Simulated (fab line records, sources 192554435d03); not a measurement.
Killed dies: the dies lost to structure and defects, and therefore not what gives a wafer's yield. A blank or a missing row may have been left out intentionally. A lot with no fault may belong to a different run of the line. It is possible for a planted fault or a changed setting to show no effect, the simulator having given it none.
Chamber matching    flow n5Finfet    rieDiel-03 running N5_BEOL_M14_DESCUM_33: 4 sister chambers
The step chemistry O2, time 7.9 s. 8 wafers are shown with their chamber, then 7 later ones without.

## EACH WAFER AND ITS CHAMBER
wafer   chamber  drypumpMotorCurrentA (A)  throttleValvePct (%)
L078.6  1        6.5                       20.09
L083.2  0        5.4                       20.58
L083.6  3        5.5                       20.45
L091.1  2        6.0                       20.71
L091.4  0        5.3                       20.59
L091.5  3        5.5                       20.47
L093.1  2        6.0                       20.73
L093.4  1        6.6                       20.14

## WAFERS WITHOUT THEIR CHAMBER
wafer   drypumpMotorCurrentA (A)  throttleValvePct (%)
L093.6  5.5                       20.47
L094.1  5.9                       20.73
L094.2  5.5                       20.46
L094.6  5.5                       20.48
L097.1  6.0                       20.73
L097.2  5.5                       20.48
L097.3  5.3                       20.35

## WHICH CHAMBER EACH WENT THROUGH
wafer    from the rows above   in truth
L093.6   3                     3
L094.1   2                     2
L094.2   3                     3
L094.6   3                     3
L097.1   2                     2
L097.2   3                     3
L097.3   3                     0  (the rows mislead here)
Correctly placed: 6 of 7. From these rows, 0 cannot be placed. Placed wrongly: 1.
How it was worked out, from the rows above alone: a wafer's distance from a chamber is the root of the sum, over the readings, of the square of ((its reading less the chamber's mean) divided by the reading's scatter). If the next closest chamber is less than 2 further off than the closest, the wafer can't be placed; otherwise it belongs to the closest. For every chamber, the mean is computed from those of its wafers that are shown. The scatter: take each reading less its chamber's mean, square it, sum over the shown wafers, divide by the number of wafers less the number of chambers, and take the root.
